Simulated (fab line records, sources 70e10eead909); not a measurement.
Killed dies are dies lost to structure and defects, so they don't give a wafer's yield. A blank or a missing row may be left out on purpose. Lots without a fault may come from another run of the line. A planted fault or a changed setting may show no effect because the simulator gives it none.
One fault seen from 2 desks | flow nand_harc | each desk has only its own numbers; what lay behind them comes last

THE DEFECT DESK
What the inspections along the route counted, lot by lot: means of the sampled wafers that have a number. A lot is out of limits, marked OUT, if its mean lies more than 4 standard deviations from the usual mean; the brackets give that distance.
Columns: A = raw_defect_count at NHARC_P_M2_INSPECT_27, usual 295
lot  | first seen here | A
L999 | day 6 18:47     | 212
L101 | day 6 22:41     | 403
L107 | day 8 12:29     | 230
L112 | day 9 15:01     | 247
L110 | day 9 15:27     | 157
L113 | day 10 15:22    | 294
L116 | day 10 18:43    | 257
L118 | day 11 04:03    | 200
L117 | day 11 08:44    | 300
L119 | day 11 13:35    | 457
L120 | day 11 15:47    | 298
This desk's finding: nothing out of limits on any of the 11 lots.

THE TOOL OWNER'S DESK: cmp-04
The tool's own readings at NHARC_P_M2_CMP_23 (polishes, t overpolish 20 s, target thk 144.3 nm): means of the sampled wafers that have a number, for each lot that ran on this tool. A lot is out of limits, marked OUT, if its mean lies more than 4 standard deviations from the usual mean; the brackets give that distance.
Columns: A = motor_current_A at NHARC_P_M2_CMP_23, usual 11.8 A; B = time_to_endpoint_s at NHARC_P_M2_CMP_23, usual 28.0 s
lot  | first seen here | A    | B
L999 | day 6 18:19     | 11.5 | 27.4
L101 | day 6 22:13     | 12.5 | 28.0
L116 | day 10 18:16    | 10.8 | 27.9
L119 | day 11 13:07    | 12.3 | 29.9
L120 | day 11 15:20    | 10.8 | 31.9
This desk's finding: nothing out of limits on any of the 5 lots.

PUT TOGETHER
The defect desk saw nothing out of limits.
The tool owner's desk saw nothing out of limits.

WHAT THE SIMULATOR HAD PUT IN
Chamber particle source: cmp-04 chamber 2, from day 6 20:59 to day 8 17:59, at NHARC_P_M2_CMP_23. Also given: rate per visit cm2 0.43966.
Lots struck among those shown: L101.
